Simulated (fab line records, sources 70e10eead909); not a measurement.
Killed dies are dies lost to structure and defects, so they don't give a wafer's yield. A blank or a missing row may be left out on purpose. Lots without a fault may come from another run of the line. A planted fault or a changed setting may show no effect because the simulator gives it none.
A struck lot beside a sound one | flow nand_harc | 15 steps out of a route of 1159
Sound: wafers L636.1, L636.2, L636.3. Struck: wafer L634.5. (L634.2, L634.4 of the same lot were not struck and are left out.) The cause comes at the end.
At each step with rows: each side's tool, then ch and its chambers, then its first start. Under that, the readings that differ: sound wafers | struck wafers | difference of the means | sigmas: that difference in standard deviations of wafers without a fault.
alike: readings whose means differ by less than 2 such deviations, and words and numbers that are the same on both sides. not compared: withheld readings, readings that some wafer has no value for, bounds like >300 that may hide the same value, and numbers for which the record gives no deviation and whose values overlap.
The two part at a step that has a row with sigmas, a row that says differs or no value, or rows on one side only. Numbers that don't overlap but have no deviation are shown without sigmas and don't part them. A reading that every wafer of one side lacks parts them only if that side has two wafers or more.

first, 7 steps without rows for these wafers: NHARC_P_BONDPAD_COAT_36 (time 65 s); NHARC_P_BONDPAD_COAT_03 (resist thk 600 nm); NHARC_P_BONDPAD_SOFTBAKE_04 (time 70 s); NHARC_P_BONDPAD_EBR_05; NHARC_P_BONDPAD_EXPOSE_06 (exposes mask P BPAD); NHARC_P_BONDPAD_PEB_07 (peb time 80 s); NHARC_P_BONDPAD_DEVELOP_08 (time 50 s).
NHARC_P_BONDPAD_CD_MEAS_09: target cd 500 nm.
  sound on cd_sem-01 ch 0, day 9 19:34; struck on cd_sem-01 ch 0, day 9 06:47
  reading    | sound             | struck | difference | sigmas
  cd_nm (nm) | 504.4 502.2 504.0 | 498.7  | -4.8       | -3
NHARC_P_BONDPAD_OVL_MEAS_38:
  sound on overlay-02, day 9 19:40; struck on overlay-01, day 9 06:53
  reading           | sound | struck | difference | sigmas
  overlay_y_nm (nm) | 6 7 7 | -9     | -16        | -3
  alike: overlay_x_nm
then, 1 step without rows for these wafers: NHARC_P_BONDPAD_HARDBAKE_10 (time 65 s).
NHARC_P_BONDPAD_DESCUM_11: chemistry O2, time 3 s.
  sound on rie_diel-12 ch 0,2,3, day 9 19:47; struck on rie_diel-04 ch 1, day 9 07:01
  alike: drypump_motor_current_A, o2_flow_sccm, oes_product_au, rf_vpp_V, showerhead_plenum_p_Torr, throttle_valve_pct
  not compared: rf_hours_counter_h
NHARC_P_BONDPAD_ETCH_37: etches the open film in N2/H2, target depth 60 nm, overetch 18 nm, time 65.91 s.
  sound on rie_diel-12 ch 0,1,3, day 9 19:52; struck on rie_diel-04 ch 1, day 9 07:06
  alike: drypump_motor_current_A, oes_product_au, rf_fwd_power_W, rf_vpp_V, showerhead_plenum_p_Torr, throttle_valve_pct
  not compared: rf_hours_counter_h
NHARC_P_BONDPAD_ETCH_12: etches the open film in CHF3/O2, target depth 200 nm, time 100 s.
  sound on rie_diel-12 ch 1,2,3, day 9 19:58; struck on rie_diel-04 ch 0, day 9 07:11
  reading                         | sound             | struck | difference | sigmas
  oes_product_au (a.u.)           | 0.949 0.979 0.966 | 1.122  | +0.157     | +8
  rf_fwd_power_W (W)              | 498.0 494.4 497.9 | 696.7  | +199.9     | +99 or more
  rf_vpp_V (V)                    | 365.8 373.7 374.4 | 366.8  | -4.5       | -2
  showerhead_plenum_p_Torr (Torr) | 2.25 2.50 2.53    | 2.24   | -0.19      | -2
  alike: drypump_motor_current_A, o2_flow_sccm, throttle_valve_pct
  not compared: rf_hours_counter_h
NHARC_P_BONDPAD_CD_MEAS_13:
  sound on cd_sem-03, day 9 20:05; struck on cd_sem-01, day 9 07:19
  alike: cd_nm
-- the record jumps here: 13 days lie between the struck wafers' starts before and after (it left off in module P_BONDPAD and takes up again in module END, whose first step shown is number 1159 of the route) --
NHARC_END_SORT_01:
  the record has rows for the struck wafers here (prober-01 ch 0, day 21 21:44) and none for the sound ones

WHERE THEY PART
First at NHARC_P_BONDPAD_CD_MEAS_09; last, within this record, at NHARC_END_SORT_01.

WHY: what the simulator had put in
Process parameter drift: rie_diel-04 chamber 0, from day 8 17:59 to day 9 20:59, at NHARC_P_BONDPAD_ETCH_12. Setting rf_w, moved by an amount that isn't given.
